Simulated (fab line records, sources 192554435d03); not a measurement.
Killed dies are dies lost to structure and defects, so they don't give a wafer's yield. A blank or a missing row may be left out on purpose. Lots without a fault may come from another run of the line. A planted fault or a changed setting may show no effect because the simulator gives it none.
Chamber matching | flow n5_finfet | N5_BEOL_M1_ETCH_63 on rie_diel-06: 4 sister chambers
The step etches SiARC in CF4, target depth 15.6 nm, time 26 s. 24 wafers are shown with their chamber, then 12 later ones without.

WAFERS WITH THEIR CHAMBER
wafer  | chamber | showerhead_plenum_p_Torr (Torr) | drypump_motor_current_A (A) | throttle_valve_pct (%)
L078.2 | 0       | 2.21                            | 5.6                         | 15.79
L078.4 | 3       | 2.11                            | 6.2                         | 15.73
L078.6 | 0       | 2.21                            | 5.6                         | 15.79
L080.1 | 0       | 2.21                            | 5.6                         | 15.80
L080.3 | 3       | 2.11                            | 6.2                         | 15.73
L080.5 | 2       | 2.28                            | 4.8                         | 15.40
L082.1 | 1       | 1.99                            | 5.5                         | 15.46
L082.2 | 3       | 2.11                            | 6.2                         | 15.76
L082.3 | 0       | 2.20                            | 5.6                         | 15.80
L082.4 | 2       | 2.28                            | 4.8                         | 15.42
L082.5 | 0       | 2.20                            | 5.6                         | 15.81
L082.6 | 3       | 2.11                            | 6.1                         | 15.76
L086.1 | 1       | 1.99                            | 5.5                         | 15.50
L086.4 | 2       | 2.27                            | 4.8                         | 15.45
L086.6 | 2       | 2.27                            | 4.8                         | 15.45
L088.2 | 1       | 1.99                            | 5.6                         | 15.50
L088.5 | 0       | 2.20                            | 5.6                         | 15.84
L088.6 | 3       | 2.10                            | 6.1                         | 15.76
L091.1 | 3       | 2.10                            | 6.2                         | 15.77
L091.3 | 2       | 2.27                            | 4.8                         | 15.47
L091.5 | 3       | 2.10                            | 6.2                         | 15.78
L093.1 | 0       | 2.20                            | 5.6                         | 15.85
L093.4 | 0       | 2.20                            | 5.6                         | 15.85
L093.5 | 2       | 2.27                            | 4.8                         | 15.46

SIGNATURES (means of the wafers above)
reading                  | chamber 0 | chamber 1 | chamber 2 | chamber 3 | scatter within a chamber
showerhead_plenum_p_Torr | 2.2038    | 1.9900    | 2.2733    | 2.1057    | 0.00496
drypump_motor_current_A  | 5.600     | 5.533     | 4.800     | 6.171     | 0.0324
throttle_valve_pct       | 15.8163   | 15.4867   | 15.4417   | 15.7557   | 0.024
Rule: a wafer's distance from a chamber is the root of the sum, over the readings, of the square of ((its reading less the chamber's mean) divided by the reading's scatter). The wafer belongs to the nearest chamber; if the next one is less than 2 further off, it can't be placed. The scatter: the root of (the sum of the squares of (reading less its chamber's mean) over the shown wafers, divided by (wafers less chambers)).

WAFERS WITHOUT THEIR CHAMBER
wafer  | showerhead_plenum_p_Torr (Torr) | drypump_motor_current_A (A) | throttle_valve_pct (%)
L094.1 | 1.98                            | 5.5                         | 15.53
L094.5 | 1.98                            | 5.6                         | 15.52
L094.6 | 2.27                            | 4.8                         | 15.46
L095.1 | 1.98                            | 5.6                         | 15.54
L095.2 | 2.19                            | 5.6                         | 15.84
L095.3 | 2.27                            | 4.8                         | 15.48
L095.4 | 2.10                            | 6.1                         | 15.29
L095.5 | 2.27                            | 4.8                         | 15.48
L095.6 | 2.10                            | 6.1                         | 15.28
L097.1 | 2.27                            | 4.8                         | 15.48
L097.3 | 2.10                            | 6.1                         | 15.28
L097.5 | 2.27                            | 4.8                         | 15.47

WHICH CHAMBER EACH WENT THROUGH
wafer  | from the rows above | in truth
L094.1 | 1                   | 1
L094.5 | 1                   | 1
L094.6 | 2                   | 2
L095.1 | 1                   | 1
L095.2 | 0                   | 0
L095.3 | 2                   | 2
L095.4 | 3                   | 3
L095.5 | 2                   | 2
L095.6 | 3                   | 3
L097.1 | 2                   | 2
L097.3 | 3                   | 3
L097.5 | 2                   | 2
Placed correctly: 12 of 12. Can't be placed from these rows: 0. Placed wrongly: 0.
